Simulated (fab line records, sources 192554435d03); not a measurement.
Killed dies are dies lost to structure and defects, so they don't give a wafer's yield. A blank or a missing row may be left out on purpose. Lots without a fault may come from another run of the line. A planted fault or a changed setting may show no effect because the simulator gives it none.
Chamber matching | flow n5_finfet | N5_BEOL_M9_STRIP_36 on rie_diel-03: 4 sister chambers
The step strips in N2/H2. 4 wafers are shown with their chamber, then 9 later ones without.

WAFERS WITH THEIR CHAMBER
wafer  | chamber | showerhead_plenum_p_Torr (Torr)
L087.3 | 2       | 2.41
L087.4 | 1       | 2.51
L087.5 | 3       | 2.61
L087.6 | 0       | 2.65

WAFERS WITHOUT THEIR CHAMBER
wafer  | showerhead_plenum_p_Torr (Torr)
L088.1 | 2.41
L088.2 | 2.65
L088.3 | 2.61
L088.4 | 2.50
L088.5 | 2.41
L088.6 | 2.61
L095.2 | 2.50
L095.3 | 2.64
L095.5 | 2.50

WHICH CHAMBER EACH WENT THROUGH
wafer  | from the rows above | in truth
L088.1 | 2                   | 2
L088.2 | 0                   | 0
L088.3 | 3                   | 3
L088.4 | 1                   | 1
L088.5 | 2                   | 2
L088.6 | 3                   | 3
L095.2 | 1                   | 1
L095.3 | 0                   | 0
L095.5 | 1                   | 1
Placed correctly: 9 of 9. Can't be placed from these rows: 0. Placed wrongly: 0.
How it was worked out, from the rows above alone: a wafer's distance from a chamber is the root of the sum, over the readings, of the square of ((its reading less the chamber's mean) divided by the reading's scatter). The wafer belongs to the nearest chamber; if the next one is less than 2 further off, it can't be placed. A chamber's mean is the mean of its shown wafers. The scatter: with one shown wafer a chamber, the root of the mean of the squares of how far each hidden wafer lies from its nearest shown one.
